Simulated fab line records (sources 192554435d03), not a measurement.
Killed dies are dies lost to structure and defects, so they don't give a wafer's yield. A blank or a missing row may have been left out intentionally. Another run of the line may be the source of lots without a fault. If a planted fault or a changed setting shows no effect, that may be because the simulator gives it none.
Lot-split experiment ; flow n5_finfet ; route with 1938 steps; 7 lots, 21 wafers read

ABOUT THE SPLIT
At N5_HKMG_FIN_COAT_41 (time 60 s, resist thk 300 nm), the setting spin_rpm was moved away from the recipe's 1500 rpm on 8 of the 21 wafers read, by -9.5% to +4.1%. All remaining wafers had this setting at the recipe value.

The reading comes from the split's own step.

THE READING
SOC_of_HKMG_FIN_COAT_41.thk_nm (the simulator's own value, which no gauge read), in nm, at N5_HKMG_FIN_COAT_41 (time 60 s, resist thk 300 nm). No usual value for it is given in the file. Here, 13 wafers ran the recipe; their average is 300.1 nm with a standard deviation of 1.1 nm.

wafer;tool, chamber at the split;spin_rpm as run, rpm;against the recipe;SOC_of_HKMG_FIN_COAT_41.thk_nm, nm;against lot-mates on the recipe
L078.1;litho_track-01, 0;1500;recipe;301.2;-
L078.4;litho_track-01, 0;1358;-9.5%;316.4;+15.2
L078.5;litho_track-01, 0;1358;-9.5%;315.6;+14.4
L079.1;litho_track-04, 0;1500;recipe;301.8;-
L079.4;litho_track-04, 0;1553;+3.5%;295.6;-5.7
L079.6;litho_track-04, 0;1500;recipe;300.8;-
L082.2;litho_track-02, 0;1500;recipe;298.8;-
L082.5;litho_track-02, 0;1396;-6.9%;310;+11.4
L082.6;litho_track-02, 0;1500;recipe;298.4;-
L084.3;litho_track-04, 0;1500;recipe;298.2;-
L084.4;litho_track-04, 0;1381;-7.9%;312.6;+14.4
L084.5;litho_track-04, 0;1381;-7.9%;312;+13.8
L088.3;litho_track-02, 0;1500;recipe;301.2;-
L088.5;litho_track-02, 0;1500;recipe;300.2;-
L088.6;litho_track-02, 0;1500;recipe;301;-
L089.2;litho_track-04, 0;1500;recipe;300.4;-
L089.5;litho_track-04, 0;1500;recipe;299.8;-
L089.6;litho_track-04, 0;1500;recipe;299.8;-
L090.1;litho_track-04, 0;1561;+4.1%;293;-6.2
L090.3;litho_track-04, 0;1561;+4.1%;292;-7.2
L090.4;litho_track-04, 0;1500;recipe;299.2;-

THE FIT
A straight line over all 21 wafers: SOC_of_HKMG_FIN_COAT_41.thk_nm changes by -1.62 nm for each +1% of spin_rpm; r = -0.99; the points scatter about the line by 1.1 nm.
The same after taking each lot's own level away (the mean of its wafers on the recipe; 21 wafers): -1.65 nm for each +1%; r = -1.00; scatter 0.55 nm.
According to that fit, moving spin_rpm by its largest amount changes the reading by 16 nm.
Across the lots, their own levels run from 298.20 to 301.30 nm, a range of 2.8 times the standard deviation given above.
The two slopes agree, so the slope changes little with the lot-to-lot level.
Check: +15.7 nm against its lot-mates is what the line predicts for one of the wafers moved furthest among these (-9.5%) when that wafer is left out of the fit. Against them it came out at +15.2 nm.

OTHER SPLITS ON THESE WAFERS
Note: prior to the reading, these wafers also went through further splits. Each is held against what the fit with the lots' levels taken away leaves over:
other split on the same wafers;wafers away from the commonest value;r with SOC_of_HKMG_FIN_COAT_41.thk_nm (lot level and that fit taken away)
N5_SD_EPI_P_DEVELOP_08 develop_time_s;7;+0.01
N5_HKMG_FIN_HK_ALD_01 ald_cycles;7;+0.30

THE FILE'S OWN FIT
SOC_of_HKMG_FIN_COAT_41.thk_nm changes by -1.65 nm for each +1% of spin_rpm, r = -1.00.
